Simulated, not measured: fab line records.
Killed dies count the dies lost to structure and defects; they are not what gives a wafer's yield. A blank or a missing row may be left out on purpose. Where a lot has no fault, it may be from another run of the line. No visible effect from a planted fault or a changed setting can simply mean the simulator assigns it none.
Which tool is to blame? + flow n5 finfet + 30 wafers from 10 lots sampled at 5 of the route's 1938 steps

== WHAT EACH GAUGE READ, for each wafer ==
N5_WELL_APT_INSPECT_27: inspects for defects (macro). Usual: 2.1 for raw defect count, sd 1.5.
| lot  | measured    | on                | raw defect count | flag |
|------|-------------|-------------------|------------------|------|
| L387 | day 1 14:44 | defect inspect-02 | 0 1 3            |      |
| L388 | day 1 20:49 | defect inspect-01 | 2 0 4            |      |
| L392 | day 2 21:40 | defect inspect-02 | 2 2 8            |      |
| L393 | day 3 03:36 | defect inspect-02 | 3 1 5            |      |
| L394 | day 3 09:02 | defect inspect-02 | 3 2 1            |      |
| L397 | day 4 03:01 | defect inspect-01 | 1 3 2            |      |
| L401 | day 5 03:17 | defect inspect-02 | 5 2 4            |      |
| L402 | day 5 09:00 | defect inspect-02 | 3 1 3            |      |
| L403 | day 5 15:02 | defect inspect-02 | 5 2 2            |      |
| L407 | day 6 15:10 | defect inspect-02 | 3 1 0            |      |

N5_BEOL_M4_RC_MEAS_101. Usual: DIBL_N 36.7 mV/V, standard deviation 1.8; DIBL_P 37.0 mV/V, standard deviation 2.4; IOFF_N 0.17 nA/um, standard deviation 0.036; IOFF_P 0.22 nA/um, standard deviation 0.042; ION_N 673 uA/um, standard deviation 12; ION_P 462 uA/um, standard deviation 8.5; RS_NWELL 1036 ohm/sq, standard deviation 7.1; SS_N 71.7 mV/dec, standard deviation 0.62; SS_P 73.4 mV/dec, standard deviation 0.65; VT_N 250 mV, standard deviation 3.7; VT_P -250 mV, standard deviation 3.7.
| lot  | measured     | on        | DIBL_N (mV/V)  | DIBL_P (mV/V)  | IOFF_N (nA/um) | IOFF_P (nA/um) | ION_N (uA/um) | ION_P (uA/um) | RS_NWELL (ohm/sq) | SS_N (mV/dec)  | SS_P (mV/dec)  | VT_N (mV)   | VT_P (mV)      | flag |
|------|--------------|-----------|----------------|----------------|----------------|----------------|---------------|---------------|-------------------|----------------|----------------|-------------|----------------|------|
| L387 | day 8 22:50  | prober-01 | 38.0 36.5 37.5 | 39.7 37.5 39.1 | 0.19 0.16 0.18 | 0.24 0.20 0.23 | 682 676 678   | 462 460 458   | 1030 1036 1037    | 72.3 71.0 71.5 | 73.6 73.5 74.0 | 247 250 248 | -250 -252 -251 |      |
| L388 | day 8 20:34  | prober-02 | 38.5 38.2 37.8 | 39.0 39.0 37.4 | 0.19 0.21 0.19 | 0.25 0.24 0.22 | 671 675 667   | 461 460 457   | 1038 1027 1032    | 71.5 71.9 72.0 | 73.3 74.6 73.4 | 250 245 250 | -250 -250 -249 |      |
| L392 | day 9 12:34  | prober-01 | 37.7 34.6 35.9 | 38.4 34.7 35.1 | 0.17 0.13 0.14 | 0.21 0.16 0.17 | 670 671 655   | 455 456 447   | 1038 1039 1033    | 72.2 71.1 71.1 | 73.5 72.0 73.6 | 251 252 252 | -253 -255 -254 |      |
| L393 | day 10 17:13 | prober-01 | 35.5 36.9 39.9 | 35.9 37.3 40.9 | 0.15 0.17 0.24 | 0.21 0.22 0.27 | 669 669 687   | 461 460 463   | 1031 1036 1037    | 71.5 72.1 73.2 | 72.5 73.8 74.7 | 248 250 244 | -252 -252 -250 |      |
| L394 | day 10 08:27 | prober-02 | 36.2 33.3 37.4 | 37.7 33.2 38.6 | 0.16 0.12 0.18 | 0.22 0.17 0.25 | 675 663 677   | 471 460 468   | 1034 1036 1047    | 71.6 71.1 72.3 | 73.5 72.6 73.3 | 249 254 248 | -246 -251 -248 |      |
| L397 | day 10 23:26 | prober-01 | 36.1 34.9 35.9 | 37.0 35.6 35.9 | 0.14 0.12 0.13 | 0.20 0.18 0.19 | 658 649 659   | 454 449 455   | 1040 1041 1044    | 70.6 71.2 71.2 | 73.7 73.3 73.3 | 254 256 251 | -250 -251 -254 |      |
| L401 | day 12 16:13 | prober-01 | 36.7 35.1 37.1 | 38.6 35.9 38.7 | 0.16 0.14 0.19 | 0.23 0.18 0.23 | 667 662 691   | 458 453 466   | 1041 1037 1032    | 71.5 72.0 71.7 | 74.3 74.2 74.5 | 250 252 245 | -251 -257 -253 |      |
| L402 | day 12 05:52 | prober-02 | 38.3 36.7 38.1 | 41.0 38.9 40.2 | 0.20 0.19 0.22 | 0.29 0.27 0.29 | 686 693 693   | 484 477 479   | 1267 1268 1255    | 72.5 71.0 71.9 | 74.2 73.6 73.2 | 246 246 241 | -244 -244 -246 | OFF  |
| L403 | day 12 08:42 | prober-02 | 36.2           | 37.1           | 0.15           | 0.22           | 677           | 474           | 1247              | 71.6           | 73.1           | 249         | -247           | OFF  |
| L407 | day 13 12:33 | prober-01 | 35.7 36.7 32.1 | 34.9 36.2 30.0 | 0.15 0.17 0.10 | 0.19 0.22 0.14 | 678 686 662   | 461 464 456   | 1036 1041 1024    | 71.4 71.0 70.7 | 73.1 73.8 72.4 | 251 250 256 | -249 -249 -255 |      |

== WHAT TOOL EACH LOT RAN ON (gives the tool, then ch and the chambers of the sampled wafers, and finally the start) ==
| lot  | N5_WELL_APT_IMPLANT_14         | N5_PMOS_HMC_CHANNEL_EPI_STRIP_33  | N5_FIN_SAQP_ALD_61               |
|------|--------------------------------|-----------------------------------|----------------------------------|
| L387 | implanter-02 ch 0, day 1 13:50 | rie diel-05 ch 0,1,3, day 1 17:08 | ald sin-02 ch 1,2,3, day 1 19:56 |
| L388 | implanter-01 ch 0, day 1 19:51 | rie diel-06 ch 1,2,3, day 1 23:10 | ald sin-01 ch 0,1,3, day 2 01:54 |
| L392 | implanter-01 ch 0, day 2 20:40 | rie diel-05 ch 0,2,3, day 3 00:14 | ald sin-04 ch 0,1, day 3 02:58   |
| L393 | implanter-02 ch 0, day 3 02:29 | rie diel-05 ch 1,3, day 3 05:57   | ald sin-02 ch 0,3, day 3 08:48   |
| L394 | implanter-01 ch 0, day 3 08:06 | rie diel-03 ch 1,2, day 3 11:38   | ald sin-04 ch 1,3, day 3 14:28   |
| L397 | implanter-02 ch 0, day 4 02:01 | rie diel-05 ch 0,1,2, day 4 05:21 | ald sin-04 ch 0,1, day 4 08:29   |
| L401 | implanter-02 ch 0, day 5 02:18 | rie diel-06 ch 0,2,3, day 5 05:38 | ald sin-04 ch 0,1,3, day 5 08:55 |
| L402 | implanter-02 ch 0, day 5 08:00 | rie diel-03 ch 0,3, day 5 12:19   | ald sin-02 ch 0,1,2, day 5 15:45 |
| L403 | implanter-02 ch 0, day 5 13:47 | rie diel-05 ch 1,2,3, day 5 17:49 | ald sin-01 ch 1,2,3, day 5 20:34 |
| L407 | implanter-01 ch 0, day 6 14:11 | rie diel-05 ch 2,3, day 6 17:45   | ald sin-04 ch 0,1, day 6 20:31   |
- N5_WELL_APT_IMPLANT_14
- N5_PMOS_HMC_CHANNEL_EPI_STRIP_33: strips in N2/H2.
- N5_FIN_SAQP_ALD_61: deposits SiO2, target thk 4 nm, pulse time 1 s, purge time 2 s.

== AS READ BY THE TOOLS THEMSELVES (means over the sampled wafers that have a number; for cases with no such wafer, the mark the record gives instead) ==
N5_WELL_APT_IMPLANT_14. Usual: dose ions cm2 1.5001e+13, standard deviation 1.5e+10; faraday current uA 190, standard deviation 3.3.
| lot  | tool         | dose ions cm2 | faraday current uA | flag |
|------|--------------|---------------|--------------------|------|
| L387 | implanter-02 | 1.5006e+13    | 190                |      |
| L388 | implanter-01 | 1.4994e+13    | 191                |      |
| L392 | implanter-01 | 1.5018e+13    | 189                |      |
| L393 | implanter-02 | 1.5002e+13    | 193                |      |
| L394 | implanter-01 | 1.5019e+13    | 191                |      |
| L397 | implanter-02 | 1.5001e+13    | 193                |      |
| L401 | implanter-02 | 1.5015e+13    | 190                |      |
| L402 | implanter-02 | 1.0738e+13    | 136                | OFF  |
| L403 | implanter-02 | 1.0754e+13    | 136                | OFF  |
| L407 | implanter-01 | 1.5017e+13    | 190                |      |

N5_PMOS_HMC_CHANNEL_EPI_STRIP_33. Usual: drypump motor current A 5.7 A, standard deviation 0.53; oes product au 0.80 a.u., standard deviation 0.081; rf vpp V 54.2 V, standard deviation 1.6; showerhead plenum p Torr 3.38 Torr, standard deviation 0.081; throttle valve pct 18.9 %, standard deviation 0.43.
| lot  | tool        | drypump motor current A (A) | oes product au (a.u.) | rf vpp V (V) | showerhead plenum p Torr (Torr) | throttle valve pct (%) | flag |
|------|-------------|-----------------------------|-----------------------|--------------|---------------------------------|------------------------|------|
| L387 | rie diel-05 | 6.1                         | 0.76                  | 54.7         | 3.36                            | 19.1                   |      |
| L388 | rie diel-06 | 5.8                         | 0.82                  | 53.9         | 3.35                            | 19.1                   |      |
| L392 | rie diel-05 | 5.5                         | 0.84                  | 55.6         | 3.39                            | 18.8                   |      |
| L393 | rie diel-05 | 6.4                         | 0.73                  | 54.1         | 3.34                            | 19.2                   |      |
| L394 | rie diel-03 | 5.9                         | 0.86                  | 52.9         | 3.25                            | 18.3                   |      |
| L397 | rie diel-05 | 5.6                         | 0.77                  | 54.9         | 3.36                            | 18.8                   |      |
| L401 | rie diel-06 | 5.9                         | 0.79                  | 55.7         | 3.47                            | 18.9                   |      |
| L402 | rie diel-03 | 5.2                         | 0.83                  | 54.0         | 3.48                            | 18.9                   |      |
| L403 | rie diel-05 | 5.8                         | 0.79                  | 54.2         | 3.37                            | 18.9                   |      |
| L407 | rie diel-05 | 5.3                         | 0.85                  | 53.7         | 3.41                            | 18.6                   |      |

N5_FIN_SAQP_ALD_61. Usual: heater power w 489 W, standard deviation 38; precursor pulse height rel 0.999, standard deviation 0.021.
| lot  | tool       | heater power w (W) | precursor pulse height rel | flag |
|------|------------|--------------------|----------------------------|------|
| L387 | ald sin-02 | 473                | 1.014                      |      |
| L388 | ald sin-01 | 496                | 0.997                      |      |
| L392 | ald sin-04 | 476                | 1.002                      |      |
| L393 | ald sin-02 | 519                | 0.994                      |      |
| L394 | ald sin-04 | 459                | 0.999                      |      |
| L397 | ald sin-04 | 486                | 0.993                      |      |
| L401 | ald sin-04 | 477                | 0.992                      |      |
| L402 | ald sin-02 | 506                | 0.982                      |      |
| L403 | ald sin-01 | 463                | 0.991                      |      |
| L407 | ald sin-04 | 480                | 1.021                      |      |

== THE ANSWER, worked out from the rows above alone ==
Rule: take the mean of a lot's wafers that have a number; if it is more than 3 standard deviations from the usual mean, the lot is off. Also off: a lot with no number at a reading for which 4 or more lots have one. All remaining lots with rows at the step are treated as sound. First the gauges in route order, then the tools' own readings, where a lot's mean is used as printed above. The first step at which some lot is off is used, and at that step the reading that is off furthest; a lot without a number counts as furthest.
Off: L402, L403, seen at N5_BEOL_M4_RC_MEAS_101 (RS_NWELL).
If a tool, at a process step before that reading, ran all the lots that are off and no sound lot after the first of them, it fits. The gauges at N5_BEOL_M4_RC_MEAS_101 aren't tried: what is off there is off at N5_WELL_APT_IMPLANT_14 too, on other tools, and a gauge's error can't cause that. One fits: implanter-02 at N5_WELL_APT_IMPLANT_14. Its last sound lot is L401 (day 5 02:18), its first lot that is off L402 (day 5 08:00): a fault that began between those two fits.
The tool's own readings at N5_WELL_APT_IMPLANT_14 bear it out: on the lots that are off they differ by more than 5 times the standard deviation of the sound lots' means. dose ions cm2 reads 1.0746e+13 there against 1.5009e+13 on the sound lots; faraday current uA reads 136 there against 191 on the sound lots.

== WHAT THE SIMULATOR PUT IN ==
Drift in process parameters on implanter-02 at N5_WELL_APT_IMPLANT_14, starting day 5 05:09. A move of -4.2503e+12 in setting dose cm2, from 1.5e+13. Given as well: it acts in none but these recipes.
Shown lots that were struck: L402, L403. The rule given above showed the same thing.
